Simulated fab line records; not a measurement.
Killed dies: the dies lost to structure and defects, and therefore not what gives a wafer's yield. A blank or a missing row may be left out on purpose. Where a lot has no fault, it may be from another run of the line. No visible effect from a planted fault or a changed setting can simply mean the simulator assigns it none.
Matching of chambers + flow nand_harc + 4 sister chambers for NHARC_A_STAIRCASE_TRIM_229 on rie_diel-03
The step chemistry O2, time 211.2 s. 4 wafers are shown with their chamber, then 10 later ones without.

== EACH WAFER AND ITS CHAMBER ==
| wafer  | chamber | showerhead_plenum_p_Torr (Torr) |
|--------|---------|---------------------------------|
| L082.4 | 0       | 3.49                            |
| L081.1 | 3       | 3.66                            |
| L081.5 | 2       | 3.72                            |
| L087.5 | 1       | 3.45                            |

== WAFERS WHOSE CHAMBER IS MISSING ==
| wafer  | showerhead_plenum_p_Torr (Torr) |
|--------|---------------------------------|
| L087.6 | 3.72                            |
| L089.1 | 3.45                            |
| L089.3 | 3.47                            |
| L089.5 | 3.45                            |
| L091.1 | 3.71                            |
| L091.2 | 3.47                            |
| L091.4 | 3.44                            |
| L092.1 | 3.71                            |
| L092.3 | 3.44                            |
| L092.5 | 3.44                            |

== CHAMBER TAKEN BY EACH ==
| wafer  | from the rows above     | in truth |
|--------|-------------------------|----------|
| L087.6 | 2                       | 2        |
| L089.1 | 1                       | 1        |
| L089.3 | can't be placed: 0 or 1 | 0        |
| L089.5 | 1                       | 1        |
| L091.1 | 2                       | 2        |
| L091.2 | can't be placed: 0 or 1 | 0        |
| L091.4 | 1                       | 1        |
| L092.1 | 2                       | 2        |
| L092.3 | 1                       | 1        |
| L092.5 | 1                       | 1        |
8 of 10 placed correctly. These rows do not allow placing 2 (true chamber among the candidates in 2). Placed wrongly: 0.
How it was worked out, from the rows above alone: a wafer's distance from a chamber is the root of the sum, over the readings, of the square of ((its reading less the chamber's mean) divided by the reading's scatter). The wafer belongs to the nearest chamber; if the next one is less than 2 further off, it can't be placed. For every chamber, the mean is computed from those of its wafers that are shown. The scatter: with one shown wafer a chamber, the root of the mean of the squares of how far each hidden wafer lies from its nearest shown one.
